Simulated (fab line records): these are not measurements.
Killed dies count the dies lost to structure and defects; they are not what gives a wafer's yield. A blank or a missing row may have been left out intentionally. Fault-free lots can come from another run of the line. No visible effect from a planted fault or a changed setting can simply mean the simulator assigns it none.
A struck lot beside a sound one    flow n5-finfet    16 out of 1938 route steps
Sound: wafers L473.3, L473.4, L473.6. Struck: wafer L481.4; the same lot's L481.3 was not struck, so it is left out; see the end for the cause.
At each step with rows: each side's tool, then ch and its chambers, then its first start. Under that, the readings that differ: sound wafers    struck wafers    difference of the means    sigmas: that difference in standard deviations of wafers without a fault.
alike: words and numbers the same on both sides, and readings whose means are apart by under 2 such deviations; not compared: readings that were withheld, readings missing a value for some wafer, numbers with overlapping values and no deviation given by the record, and bounds like >300 which may hide the same value.
The two part at a step that has a row with sigmas, a row that says differs or no value, or rows on one side only. Non-overlapping numbers with no deviation appear without sigmas and do not part them. A reading that every wafer of one side lacks parts them only if that side has two wafers or more.

first, 2 steps without rows for these wafers: N5_BEOL_M2_DESCUM_16 (chemistry O2, time 7 s); N5_BEOL_M2_ETCH_74 (etches underlayer in N2/H2, target depth 6.5 nm, time 5.2 s).
N5_BEOL_M2_ETCH_63: etches SiARC in CF4, target depth 15.6 nm, time 26 s.
  sound on rie-diel-03 ch 0,1,2, day 8 01:32; struck on rie-diel-05 ch 0, day 10 03:22
  alike: drypump-motor-current-A, etch-rf-on-time-s, oes-product-au, rf-vpp-V, showerhead-plenum-p-Torr, throttle-valve-pct
  not compared: rf-hours-counter-h
N5_BEOL_M2_ETCH_64: etches SOC in N2/H2, target depth 75 nm, overetch 22.5 nm, time 121.9 s.
  sound on rie-diel-03 ch 0,1,2, day 8 01:34; struck on rie-diel-05 ch 0, day 10 03:23
  alike: drypump-motor-current-A, oes-product-au, rf-vpp-V, showerhead-plenum-p-Torr, temp-c, throttle-valve-pct
  not compared: rf-hours-counter-h
then, 2 steps without rows for these wafers: N5_BEOL_M2_STRIP_65 (strips in N2/H2); N5_BEOL_M2_STRIP_75 (strips in N2/H2).
N5_BEOL_M2_STRIP_66: strips in CF4.
  sound on rie-diel-03 ch 0,1,2, day 8 01:41; struck on rie-diel-05 ch 0, day 10 03:31
  alike: drypump-motor-current-A, oes-product-au, rf-vpp-V, showerhead-plenum-p-Torr, throttle-valve-pct
  not compared: rf-hours-counter-h
N5_BEOL_M2_HM_OPEN_17: chemistry Cl2/BCl3, target TiN, target depth 20 nm, overetch 6 nm.
  sound on rie-metal-03 ch 0,1, day 8 01:46; struck on rie-metal-01 ch 0, day 10 03:36
  alike: drypump-motor-current-A, he-backside-leak-sccm, oes-product-au, throttle-valve-pct
  not compared: rf-hours-counter-h
N5_BEOL_M2_STRIP_19: strips in O2.
  sound on rie-diel-03 ch 0,3, day 8 01:50; struck on rie-diel-01 ch 2, day 10 03:41
reading       sound        struck  difference  sigmas
rf-vpp-V (V)  3.9 4.1 4.3  2.8     -1.3        -3
  alike: drypump-motor-current-A, oes-product-au, showerhead-plenum-p-Torr, temp-c, throttle-valve-pct
  not compared: rf-hours-counter-h
N5_BEOL_M2_CD_MEAS_18: pitch 36 nm, target cd 18 nm.
  sound: cd-sem-02 at day 8 01:55; struck: cd-sem-02 at day 10 03:45
  alike: cd-nm
then, 2 steps without rows for these wafers: N5_BEOL_M2_COAT_67 (time 60 s, resist thk 60 nm); N5_BEOL_M2_COAT_68 (time 60 s, resist thk 12 nm).
N5_BEOL_M2_COAT_76: time 60 s, resist thk 5 nm.
  sound on litho-track-02 ch 0, day 8 01:57; struck on litho-track-02 ch 0, day 10 03:47
reading                 sound              struck  difference  sigmas
chill-plate-temp-C (C)  22.97 22.74 22.92  23.19   +0.31       +3
run-length-s (s)        65.97 65.90 65.97  71.99   +6.04       +34
  alike: resist-line-temp-C
then, 1 step without rows for these wafers: N5_BEOL_M2_COAT_22 (resist thk 30 nm).
-- a jump in the record: the struck wafers' starts before and after are 3 days apart (it breaks off in module BEOL_M2 and resumes in module BEOL_M4, where the first step shown is number 1111 of the route) --
N5_BEOL_M4_RC_MEAS_101:
  sound on prober-02 ch 0, day 9 08:29; struck on prober-01 ch 0, day 12 17:08
  alike: DIBL_N, DIBL_P, IOFF_N, IOFF_P, ION_N, ION_P, SS_N, SS_P, VT_N, VT_P
-- the record jumps here: 4 days lie between the struck wafers' starts before and after (it left off in module BEOL_M4 and takes up again in module PASSIVATION, whose first step shown is number 1936 of the route) --
N5_PASSIVATION_PROBE_49:
  sound: prober-02 at day 13 21:31; struck: prober-01 at day 17 02:49
  alike: defect-limited-yield, killed_at_M0_to_M3, killed_at_M4_up, killed-at-contacts, killed-at-front-end, killed-at-other, killed-dies, killed-open, killed-short, sort_bin_4_leakage, sort_bin_5_function, sort_bin_6_memory, sort_bin_8_speed, sort-n-pass, sort-yield-pct

## WHERE THEY PART
Last at N5_BEOL_M2_COAT_76 as far as this record goes, first at N5_BEOL_M2_STRIP_19. Later steps at which nothing parts them and some readings are alike: N5_BEOL_M4_RC_MEAS_101, N5_PASSIVATION_PROBE_49.

WHY: the cause the simulator had injected
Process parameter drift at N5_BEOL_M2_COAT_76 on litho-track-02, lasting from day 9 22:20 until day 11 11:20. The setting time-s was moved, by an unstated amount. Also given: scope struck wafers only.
